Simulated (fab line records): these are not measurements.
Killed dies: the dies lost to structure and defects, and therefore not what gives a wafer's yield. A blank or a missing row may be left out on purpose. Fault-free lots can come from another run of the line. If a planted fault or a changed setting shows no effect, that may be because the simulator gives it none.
Comparing a struck lot with a sound one || flow n5Finfet || 15 steps out of a route of 1938
Sound: the wafers L885.1, L885.5, L885.6. The struck wafers were L890.2, L890.3, L890.4. Last of all comes the cause.
Order at every step that has rows: each side's tool, ch and its chambers, its first start. Under that, the readings that differ: sound wafers || struck wafers || difference of the means || sigmas: that difference in standard deviations of wafers without a fault.
alike: words and numbers the same on both sides, and readings whose means are apart by under 2 such deviations; not compared: readings that were withheld, readings missing a value for some wafer, numbers with overlapping values and no deviation given by the record, and bounds like >300 which may hide the same value.
Wherever a step has rows on one side only, a row that says differs or no value, or a row with sigmas, the two part there. Numbers that have no deviation but don't overlap get no sigmas and don't part them. A reading that every wafer of one side lacks parts them only if that side has two wafers or more.

first, 8 steps without rows for these wafers: N5_WELL_APT_HMDS_01 (time 60 s); N5_WELL_APT_COAT_02 (resist thk 950 nm); N5_WELL_APT_EBR_04; N5_WELL_APT_SOFTBAKE_03 (time 60 s); N5_WELL_APT_EXPOSE_05 (exposes mask NWELL, defocus 0 nm, target cd 200 nm); N5_WELL_APT_PEB_06 (peb time 90 s); N5_WELL_APT_DEVELOP_07 (develop time 45 s); N5_WELL_APT_HARDBAKE_12 (time 120 s).
N5_WELL_APT_CD_MEAS_08: target cd 200 nm.
  sound on cdSem-01 ch 0, day 3 20:50; struck on cdSem-02 ch 0, day 5 01:43
  alike: cdNm
N5_WELL_APT_OVL_MEAS_09:
  sound on overlay-01 ch 0, day 3 20:52; struck on overlay-02 ch 0, day 5 01:45
  alike: NWELL_OVL
N5_WELL_APT_INSPECT_10: inspects for defects (macro).
  sound: defectInspect-02 at day 3 20:53; struck: defectInspect-01 at day 5 01:46
  alike: rawDefectCount
N5_WELL_APT_DESCUM_13: chemistry O2, time 7.9 s.
  sound on rieDiel-03 ch 0,1,3, day 3 20:56; struck on rieDiel-05 ch 1,2,3, day 5 01:49
  alike: drypumpMotorCurrentA, o2FlowSccm, oesProductAu, rfVppV, showerheadPlenumPTorr, throttleValvePct
  not compared: rfHoursCounterH
N5_WELL_APT_IMPLANT_14:
  sound on implanter-02 ch 0, day 3 21:02; struck on implanter-02 ch 0, day 5 01:56
{"reading": "doseIonsCm2", "sound": "1.4974e+13 1.4992e+13 1.4965e+13", "struck": "1.3432e+13 1.3445e+13 1.3435e+13", "difference": -1.5397e+12, "sigmas": "-99 or more"}
{"reading": "faradayCurrentUA", "sound": "191 191 192", "struck": "171 172 166", "difference": -22, "sigmas": -6}
then, 1 step without rows for these wafers: N5_WELL_APT_IMPLANT_15.
-- record jumps: 11 days separate the struck wafers' starts on either side; left off in module WELL_APT, taken up again in module PASSIVATION, whose first shown step is the route's number 1936 --
N5_PASSIVATION_PROBE_49:
  sound: prober-02 at day 14 23:11; struck: prober-02 at day 15 15:32
  alike: killed_at_M0_to_M3, killed_at_M4_up, killedAtContacts, killedAtFrontEnd, killedAtOther, killedDies, killedOpen, killedShort

== WHERE THEY PART ==
Only at N5_WELL_APT_IMPLANT_14, as far as this record shows. Later steps at which nothing parts them and some readings are alike: N5_PASSIVATION_PROBE_49.

WHY: what the simulator had put in
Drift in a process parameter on implanter-02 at N5_WELL_APT_IMPLANT_14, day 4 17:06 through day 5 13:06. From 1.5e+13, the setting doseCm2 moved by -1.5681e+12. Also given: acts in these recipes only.
